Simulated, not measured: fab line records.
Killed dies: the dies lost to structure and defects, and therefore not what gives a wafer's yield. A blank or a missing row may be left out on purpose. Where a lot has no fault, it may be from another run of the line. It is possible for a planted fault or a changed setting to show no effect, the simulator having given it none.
fab line records | flow n5Finfet
record lots=5 wafers=15 lastDay=18
route steps=1938 shown BEOL_M2@923 BEOL_M3@931 BEOL_M4@1111 PASSIVATION@1936
lots with no fault: from the same line, run without faults
startH: hours from the record's first day to the start of the lot's first wafer shown | waitH: how many hours have passed since the lot's step before this one | " unchanged from the row above | L1.1+2: a row that stands for several wafers | - either no value or no given start | * or withheld: withheld | < > ~ a bound
route shown NAME@n: NAME is a module with steps in the file, n the number in the route of the first one | usual: mean/standard deviation taken from wafers without a fault | same: alike in all rows | chamber/n: place in a boat | sites: per-site readings | _std_site: standard deviation across them | _edge_site: inner sites' mean taken away from outer sites' mean | radiusMm: how far each site lies from the wafer's centre | mask NAME#n: copy n | behind: tool/chamber where the wafer was last shaped | hold: reason for holding the lot/hours on hold/outcome of the hold | device: names the non-switching transistor (n, p or np) | end of line: the tests these same wafers got at the end of their route | for a step that has no rows: nothing shown but its recipe | killed: count of dies lost to structure and defects at first sort (not the wafer's yield) | map: per-die view of a wafer (x killed, . not killed, _ where there is no die)
set.NAME: the setting as run; set.NAME@STEP: as run at that earlier step | model.NAME: the simulator's own value behind a step, which no gauge read
lots seen at some steps along the route; tables by step, rows by wafer
services: a tool's chamber out of use, with start hour (startH, from the record's first day; less than 0 if before it), hours out, and reason
## steps
# step N5_BEOL_M2_CMP_52
# recipe stopOn=SiOC tOverpolishS=6.8 downForcePsi=1 platenRpm=50 clearingPlatenDownForcePsi=1.5 clearingPlatenRpm=50 postCmpClean=cuAlkaline targetThkNm=40 clearingPlatenPadVelocityMS=0.99484 padVelocityMS=0.99484
# usual barrierFieldEndpointS=24.3/0.55 edgeZonePressureFrac=1.000/0.0051 headPressurePsi=0.9997/0.0021 motorCurrentA=5.9/0.71 overpolishRunS=6.800/0.0095 timeToEndpointS=60.0/2.7
# columns lot.wafer tool chamber startH waitH barrierFieldEndpointS edgeZonePressureFrac headPressurePsi motorCurrentA overpolishRunS timeToEndpointS
L356.1 cmp-03 2 160.15 0.3 23.9 1.000 1.0018 6.1 6.803 60.2
L356.3 " 3 " " 24.0 1.009 0.9980 5.0 6.822 57.8
L356.4 " 1 " " 24.7 1.000 1.0005 4.9 6.784 59.9
L360.3 cmp-01 3 177.53 0.3 24.1 0.996 1.0000 6.4 6.795 61.0
L360.2 " 0 " " 24.2 0.998 1.0014 6.2 6.818 61.6
L360.1 " 2 " " 23.9 1.001 0.9968 5.2 6.789 62.4
L363.4 cmp-03 1 227.81 0.1 24.0 0.996 0.9966 5.4 6.780 57.7
L363.3 " 2 " " 24.0 0.994 1.0015 6.2 6.801 59.0
L363.5 " 2 " " 24.0 0.995 1.0004 5.8 6.787 58.4
L370.1 cmp-01 3 259.87 0.5 24.6 1.006 1.0008 6.5 6.793 62.6
L370.4 " 0 " " 24.7 0.988 0.9964 5.7 6.794 61.2
L370.5 " 3 " " 24.4 1.007 1.0005 6.5 6.776 59.1
L376.2 cmp-01 2 294.62 0.2 25.4 0.994 1.0000 5.1 6.797 63.3
L376.5 " 2 " " 25.4 0.994 0.9979 5.2 6.817 65.4
L376.6 " 3 " " 24.6 0.991 1.0004 6.4 6.811 59.6
# step N5_BEOL_M2_THK_MEAS_53
# recipe thkMeasGauge=xrf reads=Cu_of_BEOL_M2_ECD_50
# usual M2_THK=39.9/1.3
# columns lot.wafer tool chamber startH waitH M2_THK[nm]
L356.1 filmMetro-01 - 160.44 - 41.8
L356.3 " - " " 40.6
L356.4 " - " " 41.3
L360.1 filmMetro-02 - 177.82 - 39.7
L360.2 " - " " 39.4
L360.3 " - " " 38.1
L363.3 filmMetro-01 - 228.11 - 38.5
L363.4 " - " " 40.6
L363.5 " - " " 38.5
L370.1 filmMetro-01 - 260.13 - 39.8
L370.4 " - " " 41.5
L370.5 " - " " 40.5
L376.2 filmMetro-01 - 294.91 - 38.2
L376.5 " - " " 40.3
L376.6 " - " " 38.8
# step N5_BEOL_M2_PRE_CLEAN_60
# recipe gas=NH3/H2 timeS=15 tempC=* rfPowerW=300
# usual heaterPowerOuterW=17/6.9 heaterPowerW=76/16
# columns lot.wafer tool chamber startH waitH heaterPowerOuterW heaterPowerW
L356.1 cvdCo-02 2 160.51 0.1 20 85
L356.3 " 0 " " 6 52
L356.4 " 2 " " 20 84
L360.1 cvdCo-02 2 177.86 0.0 19 82
L360.2 " 0 " " 6 53
L360.3 " 1 " " 15 71
L363.3 cvdCo-01 2 228.15 0.0 26 93
L363.4 " 0 " " 19 65
L363.5 " 2 " " 26 91
L370.1 cvdCo-01 1 260.17 0.0 26 97
L370.4 " 1 " " 27 97
L370.5 " 2 " " 25 92
L376.2 cvdCo-01 2 294.95 0.0 26 93
L376.5 " 0 " " 19 69
L376.6 " 1 " " 27 100
# step N5_BEOL_M2_CO_CAP_55
# recipe material=Co targetThkA=20 tempC=200 precursor=CCTBA/H2 pressureTorr=30 timeS=102.1
# usual heaterPowerOuterW=119/8.6 heaterPowerW=224/20
# columns lot.wafer tool chamber startH waitH heaterPowerOuterW heaterPowerW
L356.1 cvdCo-02 2 160.55 0.0 121 233
L356.3 " 0 " " 105 197
L356.4 " 2 " " 122 237
L360.1 cvdCo-02 2 177.90 0.0 120 232
L360.2 " 0 " " 106 197
L360.3 " 1 " " 115 213
L363.3 cvdCo-01 2 228.19 0.0 129 243
L363.4 " 0 " " 122 210
L363.5 " 2 " " 131 241
L370.1 cvdCo-01 1 260.21 0.0 130 256
L370.4 " 1 " " 129 249
L370.5 " 2 " " 131 242
L376.2 cvdCo-01 2 294.99 0.0 130 237
L376.5 " 0 " " 119 212
L376.6 " 1 " " 131 260
# step N5_BEOL_M2_PRE_CLEAN_56
# recipe gas=NH3 timeS=15 tempC=withheld rfPowerW=300
# step N5_BEOL_M2_DEP_57
# recipe material=SiCN targetThkA=80 tempC=withheld precursor=3MS/NH3 pressureTorr=3 rfW=202 timeS=14
# step N5_BEOL_M2_RS_MEAS_58
# recipe thkMeasGauge=four-point-probe reads=Co_of_BEOL_M2_CO_CAP_55+Cu_of_BEOL_M2_ECD_50+Co_of_BEOL_M2_CVD_47+TaN_of_BEOL_M2_ALD_84
# usual M2_RS=0.687/0.026
# columns lot.wafer tool chamber startH waitH M2_RS[ohm/sq]
L356.1 filmMetro-02 - 160.73 0.0 0.649
L356.3 " - " " 0.670
L356.4 " - " " 0.659
L360.1 filmMetro-01 - 178.11 0.1 0.685
L360.2 " - " " 0.690
L360.3 " - " " 0.724
L363.3 filmMetro-01 - 228.37 0.1 0.722
L363.4 " - " " 0.673
L363.5 " - " " 0.717
L370.1 filmMetro-01 - 260.39 0.0 0.689
L370.4 " - " " 0.654
L370.5 " - " " 0.674
L376.2 filmMetro-01 - 295.18 0.1 0.725
L376.5 " - " " 0.677
L376.6 " - " " 0.707
# step N5_BEOL_M2_INSPECT_59
# recipe inspectInstrument=darkfield mode=postDep
# usual rawDefectCount=74/24
# columns lot.wafer tool chamber startH waitH rawDefectCount
L356.1 defectInspect-01 - 160.76 0.0 69
L356.3 " - " " 111
L356.4 " - " " 52
L360.1 defectInspect-02 - 178.14 0.0 89
L360.2 " - " " 118
L360.3 " - " " 91
L363.3 defectInspect-02 - 228.40 0.0 43
L363.4 " - " " 50
L363.5 " - " " 90
L370.1 defectInspect-01 - 260.42 0.0 145
L370.4 " - " " 83
L370.5 " - " " 77
L376.2 defectInspect-01 - 295.20 0.0 68
L376.5 " - " " 64
L376.6 " - " " 85
# step N5_BEOL_M3_ILD_DEP_00
# recipe material=SiOC targetThkA=790 tempC=350 precursor=DEMS/O2 pressureTorr=5 rfW=500 timeS=15.3
# usual heaterPowerOuterW=266/39 heaterPowerW=498/78 showerheadPlenumPTorr=5.695/0.0095 throttleValvePct=12.2/0.62
# columns lot.wafer tool chamber startH waitH heaterPowerOuterW heaterPowerW showerheadPlenumPTorr throttleValvePct
L356.1 pecvd-01 0 160.80 0.0 313 637 5.699 13.3
L356.3 " 1 " " 274 460 5.706 12.9
L356.4 " 1 " " 270 465 5.693 12.6
L360.1 pecvd-01 1 178.17 0.0 298 501 5.712 12.7
L360.2 " 0 " " 333 657 5.695 13.1
L360.3 " 1 " " 306 504 5.685 13.0
L363.3 pecvd-01 0 228.45 0.1 278 599 5.700 13.1
L363.4 " 1 " " 278 467 5.707 12.5
L363.5 " 0 " " 284 591 5.706 13.1
L370.1 pecvd-01 1 260.46 0.0 247 415 5.711 12.7
L370.4 " 1 " " 250 445 5.716 12.6
L370.5 " 2 " " 292 535 5.690 11.0
L376.2 pecvd-01 2 295.24 0.0 309 545 5.690 10.7
L376.5 " 1 " " 314 516 5.708 12.6
L376.6 " 2 " " 304 550 5.694 11.1
# step N5_BEOL_M3_THK_MEAS_01
# recipe reads=SiOC_of_BEOL_M3_ILD_DEP_00
# usual M3_ILD_THK=78.8/0.93
# columns lot.wafer tool chamber startH waitH M3_ILD_THK[nm]
L356.1 filmMetro-01 - 160.86 0.0 77.2
L356.3 " - " " 78.6
L356.4 " - " " 78.6
L360.1 filmMetro-01 - 178.26 0.1 78.2
L360.2 " - " " 78.9
L360.3 " - " " 79.3
L363.3 filmMetro-02 - 228.52 0.1 80.2
L363.4 " - " " 78.9
L363.5 " - " " 79.1
L370.1 filmMetro-02 - 260.52 0.0 78.2
L370.4 " - " " 78.7
L370.5 " - " " 77.9
L376.2 filmMetro-01 - 295.30 0.1 80.2
L376.5 " - " " 79.8
L376.6 " - " " 80.0
# step N5_BEOL_M3_PECVD_72
# recipe material=SiO2 targetThkA=160 tempC=400 precursor=TEOS/O2 pressureTorr=5.5 rfW=450 teosFlowSccm=53.8 gas=O2 flowSccm=3000 timeS=18
# step N5_BEOL_M3_HM_DEP_02
# recipe material=TiN targetThkA=200 tempC=25 chamberPressurePa=0.49996
# usual throttleValvePct=29.8/0.93
# columns lot.wafer tool chamber startH waitH throttleValvePct
L356.1 pvdSputter-03 - 162.82 1.9 30.1
L356.3 " - " " 28.6
L356.4 " - " " 30.6
L360.1 pvdSputter-01 - 178.76 0.4 30.9
L360.2 " - " " 29.0
L360.3 " - " " 30.7
L363.3 pvdSputter-03 - 230.54 2.0 28.9
L363.4 " - " " 30.6
L363.5 " - " " 30.1
L370.1 pvdSputter-01 - 261.48 0.9 30.9
L370.4 " - " " 29.0
L370.5 " - " " 28.9
L376.2 pvdSputter-02 - 296.45 1.1 30.7
L376.5 " - " " 30.1
L376.6 " - " " 30.5
# step N5_BEOL_M3_COAT_61
# recipe resist=SOC tempC=250 timeS=60 spinRpm=1500 resistThkNm=60
# usual chillPlateTempC=22.99/0.1 runLengthS=66.40/0.1
# columns lot.wafer tool chamber startH waitH chillPlateTempC runLengthS
L356.1 lithoTrack-04 0 162.94 0.1 23.09 66.53
L356.3 " 0 " " 23.12 66.55
L356.4 " 0 " " 23.07 66.33
L360.1 lithoTrack-05 0 178.89 0.1 23.07 66.50
L360.2 " 0 " " 23.08 66.43
L360.3 " 0 " " 23.16 66.30
L363.3 lithoTrack-05 0 230.67 0.1 22.90 82.76
L363.4 " 0 " " 23.02 66.32
L363.5 " 0 " " 23.05 66.36
L370.1 lithoTrack-04 0 261.61 0.1 22.88 66.42
L370.4 " 0 " " 22.71 66.30
L370.5 " 0 " " 22.86 66.49
L376.2 lithoTrack-02 0 296.58 0.1 22.98 66.25
L376.5 " 0 " " 23.09 66.43
L376.6 " 0 " " 22.94 66.61
# step N5_BEOL_M3_COAT_62
# recipe resist=SiARC tempC=220 timeS=60 spinRpm=1500 resistThkNm=12
# step N5_BEOL_M4_RC_MEAS_101
# usual DIBL_N=36.0/1.4 DIBL_P=36.0/1.5 IOFF_N=0.160/0.026 IOFF_P=0.22/0.032 ION_N=674/10 ION_P=464/6.9 SS_N=71.5/0.56 SS_P=73.3/0.59 VT_N=249.5/2.9 VT_P=-249.2/3
# columns lot.wafer tool chamber startH waitH DIBL_N[mV/V] DIBL_P[mV/V] IOFF_N[nA/um] IOFF_P[nA/um] ION_N[uA/um] ION_P[uA/um] SS_N[mV/dec] SS_P[mV/dec] VT_N[mV] VT_P[mV]
L356.1 prober-02 0 195.97 0.0 35.8 36.1 0.148 0.20 661 455 71.5 73.3 250.7 -251.4
L356.3 " 0 " " 36.8 37.3 0.168 0.22 679 464 71.7 73.4 249.2 -250.1
L356.4 " 0 " " 35.8 36.4 0.148 0.20 665 452 72.1 73.8 252.1 -251.7
L360.1 prober-02 0 221.19 0.0 36.2 35.7 0.159 0.21 670 459 71.7 74.0 249.0 -249.9
L360.2 " 0 " " 36.3 35.9 0.157 0.21 667 458 71.6 73.6 250.7 -248.5
L360.3 " 0 " " 36.5 36.0 0.163 0.22 669 457 72.0 73.2 249.2 -251.4
L363.3 prober-02 0 266.85 0.3 38.0 38.4 0.174 0.26 680 472 72.5 73.7 251.0 -245.0
L363.4 " 0 " " 34.6 34.7 0.128 0.19 675 461 71.4 71.8 251.3 -249.0
L363.5 " 0 " " 34.4 34.3 0.124 0.19 674 464 71.0 72.5 254.1 -250.8
L370.1 prober-01 0 305.67 0.0 35.1 34.5 0.125 0.18 668 464 71.5 72.9 253.6 -253.8
L370.4 " 0 " " 33.9 32.9 0.115 0.17 656 455 70.8 72.8 253.7 -255.2
L370.5 " 0 " " 36.2 36.7 0.157 0.22 683 470 71.5 73.9 247.6 -251.6
L376.2 prober-02 0 325.39 0.2 35.4 35.8 0.161 0.22 679 469 71.5 73.3 249.7 -250.1
L376.5 " 0 " " 35.5 35.5 0.156 0.21 686 475 71.3 72.7 250.2 -249.1
L376.6 " 0 " " 36.1 36.2 0.170 0.23 671 463 71.5 73.6 249.1 -249.1
# step N5_PASSIVATION_PROBE_49
# usual defectLimitedYield=91.2/1.2 killed_at_M0_to_M3=34/9.9 killed_at_M4_up=14/5.7 killedAtContacts=13/6.3 killedAtFrontEnd=39/9.9 killedAtOther=3.7/2.8 killedDies=104/15 killedOnRim=14/3.8 killedOpen=68/12 killedShort=34/6.7 sort_bin_5_function=5.2/0.9 sort_bin_6_memory=3.3/0.57 sortNPass=1076/15 sortYieldPct=91.2/1.2
# same grossDies=1180 killedAtBackSide=0 sort_bin_4_leakage[%]=0 sort_bin_8_speed[%]=0
# columns lot.wafer tool chamber startH waitH defectLimitedYield[%] killed_at_M0_to_M3 killed_at_M4_up killedAtContacts killedAtFrontEnd killedAtOther killedDies killedOnRim killedOpen killedShort sort_bin_5_function[%] sort_bin_6_memory[%] sortNPass sortYieldPct[%]
L356.1 prober-02 - 303.30 0.0 88.0 45 11 23 52 11 142 17 93 48 7.8 3.9 1038 88.0
L356.3 prober-02 - 303.40 0.1 88.7 41 12 14 60 6 133 22 90 39 6.1 4.2 1047 88.7
L356.4 prober-02 - 303.45 0.2 88.6 48 16 25 38 8 135 20 90 45 7.4 3.6 1045 88.6
L360.1 prober-01 - 330.12 0.0 92.3 28 11 7 41 4 91 11 49 37 3.8 3.1 1089 92.3
L360.2 prober-01 - 330.17 0.1 90.2 31 21 16 46 2 116 17 72 43 4.8 4.4 1064 90.2
L360.3 prober-01 - 330.22 0.1 91.7 30 12 8 43 5 98 11 59 37 5.0 2.9 1082 91.7
L363.3 prober-02 - 370.48 0.1 90.3 36 20 11 47 1 115 11 73 35 5.3 4.4 1065 90.3
L363.4 prober-02 - 370.53 0.2 89.8 36 9 20 54 1 120 15 75 42 6.1 3.5 1060 89.8
L363.5 prober-02 - 370.58 0.2 89.2 33 8 18 68 0 127 14 86 35 6.0 4.3 1053 89.2
L370.1 prober-01 - 416.69 0.0 90.8 39 9 18 41 2 109 15 64 44 5.4 3.5 1071 90.8
L370.4 prober-01 - 416.84 0.2 91.9 19 19 14 37 6 95 11 60 31 4.6 3.1 1085 91.9
L370.5 prober-01 - 416.89 0.2 91.2 29 24 7 40 4 104 19 79 24 5.0 3.4 1076 91.2
L376.2 prober-01 - 427.06 0.1 92.3 33 10 6 33 9 91 8 49 40 4.3 3.1 1089 92.3
L376.5 prober-01 - 427.21 0.2 88.6 23 20 32 48 11 134 15 95 39 7.5 3.6 1046 88.6
L376.6 prober-01 - 427.26 0.3 92.7 24 6 16 36 4 86 9 58 24 4.2 3.0 1094 92.7
# killed by level:class
L356.1 FIN_SAQP:geometricParticle:open=20 MOL_CONTACT_COAG:geometricParticle:open=16 BEOL_M0_SAQP:geometricParticle:open=16 BEOL_M0_SAQP:geometricParticle:short=13 FIN_SAQP:geometricParticle:short=8 MOL_CONTACT_COAG:geometricParticle:short=7 BEOL_M0:geometricParticle:open=7 DUMMY_GATE:geometricParticle:open=6
L356.3 FIN_SAQP:geometricParticle:open=20 BEOL_M0_SAQP:geometricParticle:short=17 MOL_CONTACT_COAG:geometricParticle:open=13 STI_FIN_REVEAL:geometricParticle:open=9 BEOL_M0_SAQP:geometricParticle:open=7 BEOL_M1:geometricParticle:open=7 FIN_SAQP:geometricParticle:short=5 DUMMY_GATE:geometricParticle:open=5
L356.4 MOL_CONTACT_COAG:geometricParticle:open=20 BEOL_M0_SAQP:geometricParticle:open=13 BEOL_M0_SAQP:geometricParticle:short=11 BEOL_M4:geometricParticle:open=8 FIN_SAQP:geometricParticle:open=7 STI_FIN_REVEAL:geometricParticle:open=6 BEOL_M0:geometricParticle:open=6 FIN_SAQP:geometricParticle:short=5
L360.1 FIN_SAQP:geometricParticle:open=9 BEOL_M0_SAQP:geometricParticle:short=9 FIN_SAQP:geometricParticle:short=7 MOL_CONTACT_COAG:geometricParticle:open=7 BEOL_M4:geometricParticle:open=5 BEOL_M3:geometricParticle:open=5 HKMG_FIN:areaEtch=5 DUMMY_GATE:geometricParticle:open=4
L360.2 FIN_SAQP:geometricParticle:open=11 MOL_CONTACT_COAG:geometricParticle:open=11 BEOL_M4:geometricParticle:open=11 FIN_SAQP:geometricParticle:short=10 BEOL_M0_SAQP:geometricParticle:short=7 BEOL_M3:geometricParticle:open=7 BEOL_M1:geometricParticle:open=6 DUMMY_GATE:geometricParticle:open=5
L360.3 FIN_SAQP:geometricParticle:open=18 FIN_SAQP:geometricParticle:short=12 BEOL_M3:geometricParticle:open=10 BEOL_M4:geometricParticle:open=8 MOL_CONTACT_COAG:geometricParticle:open=6 BEOL_M0_SAQP:geometricParticle:short=5 STARTING-WAFER:geometricParticle:short=4 BEOL_M0_SAQP:geometricParticle:open=3
L363.3 FIN_SAQP:geometricParticle:open=12 BEOL_M2:geometricParticle:open=12 FIN_SAQP:geometricParticle:short=10 STI_FIN_REVEAL:geometricParticle:open=6 MOL_CONTACT_COAG:geometricParticle:open=6 BEOL_M0_SAQP:geometricParticle:short=6 BEOL_M0_SAQP:geometricParticle:open=5 BEOL_M4:geometricParticle:open=5
L363.4 STI_FIN_REVEAL:geometricParticle:open=23 MOL_CONTACT_COAG:geometricParticle:open=15 BEOL_M2:geometricParticle:open=9 BEOL_M3:geometricParticle:open=8 FIN_SAQP:geometricParticle:short=7 BEOL_M1:geometricParticle:open=7 STARTING-WAFER:geometricParticle:short=6 MOL_CONTACT_COAG:geometricParticle:short=5
L363.5 STI_FIN_REVEAL:geometricParticle:open=26 MOL_CONTACT_COAG:geometricParticle:open=13 FIN_SAQP:geometricParticle:short=10 BEOL_M3:geometricParticle:open=10 BEOL_M2:geometricParticle:open=8 BEOL_M1:geometricParticle:open=7 GATE_CUT:geometricParticle:short=6 FIN_SAQP:geometricParticle:open=5
L370.1 FIN_SAQP:geometricParticle:short=13 MOL_CONTACT_COAG:geometricParticle:open=13 BEOL_M0_SAQP:geometricParticle:short=11 FIN_SAQP:geometricParticle:open=9 BEOL_M0_SAQP:geometricParticle:open=9 BEOL_M2:geometricParticle:open=6 MOL_CONTACT_COAG:geometricParticle:short=4 BEOL_M3:geometricParticle:open=4
L370.4 MOL_CONTACT_COAG:geometricParticle:open=12 FIN_SAQP:geometricParticle:short=8 BEOL_M4:geometricParticle:open=8 FIN_SAQP:geometricParticle:open=7 STI_FIN_REVEAL:geometricParticle:open=7 BEOL_M3:geometricParticle:open=6 STARTING-WAFER:geometricParticle:short=5 BEOL_M1:geometricParticle:open=4
L370.5 FIN_SAQP:geometricParticle:open=11 BEOL_M4:geometricParticle:open=8 GATE_CUT:geometricParticle:open=7 BEOL_M0_SAQP:geometricParticle:open=7 BEOL_M2:geometricParticle:open=7 GATE_CUT:geometricParticle:short=6 BEOL_M0_SAQP:geometricParticle:short=6 BEOL_M7:geometricParticle:open=5
L376.2 BEOL_M0_SAQP:geometricParticle:short=10 BEOL_M0:geometricParticle:open=8 FIN_SAQP:geometricParticle:open=7 FIN_SAQP:geometricParticle:short=7 MOL_CONTACT_COAG:geometricParticle:open=6 BEOL_M3:geometricParticle:open=6 GATE_CUT:geometricParticle:short=5 BEOL_M4:geometricParticle:open=5
L376.5 MOL_CONTACT_COAG:geometricParticle:open=29 BEOL_M4:geometricParticle:open=12 STI_FIN_REVEAL:geometricParticle:open=10 DUMMY_GATE:geometricParticle:open=7 FIN_SAQP:geometricParticle:short=7 FIN_SAQP:geometricParticle:open=6 GATE_CUT:geometricParticle:short=6 BEOL_M0_SAQP:geometricParticle:open=5
L376.6 MOL_CONTACT_COAG:geometricParticle:open=12 FIN_SAQP:geometricParticle:short=7 BEOL_M0_SAQP:geometricParticle:open=6 GATE_CUT:geometricParticle:open=6 BEOL_M2:geometricParticle:open=6 DUMMY_GATE:geometricParticle:open=5 STI_FIN_REVEAL:geometricParticle:open=4 STARTING-WAFER:geometricParticle:open=4
## services
# columns tool chamber startH hours kind
cmp-01 - 161.30 4.5 pm
pecvd-01 0 165.07 5.7 repair
pecvd-01 2 175.92 5.5 scheduledDown
pecvd-01 1 201.68 5.7 repair
cmp-03 - 202.42 2.5 repair
pecvd-01 0 204.22 8.1 repair
cvdCo-02 2 205.70 4.9 repair
pvdSputter-01 - 211.92 2.5 repair
pecvd-01 2 212.35 - clean
pecvd-01 2 212.35 - consumableReplace:showerhead
pecvd-01 2 212.35 29.0 scheduledDown
pecvd-01 2 212.35 29.0 ventCycle
cmp-03 - 212.76 8.2 repair
cvdCo-01 2 218.70 4.2 repair
cvdCo-02 - 265.09 1.0 repair
cmp-03 - 272.07 3.2 repair
pecvd-01 1 274.64 2.1 scheduledDown
lithoTrack-02 - 282.27 - consumableReplace:filter
cvdCo-02 2 295.45 1.6 repair
## key
firstSign step=N5_BEOL_M3_COAT_61 reading=runLengthS direction=up sigmas=99+ usual=* struck=*
effect none on later readings
metAt N5_BEOL_M3_COAT_61
struckWafers L363.3
onsetBetween 178.89 230.67
fault kind=processParameterDrift tool=lithoTrack-05 chamber=- onsetH=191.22 steps=N5_BEOL_M3_COAT_61 channel=timeS offset=* shape=step endH=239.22 scope=struckWafersOnly actsIn=* stated=*
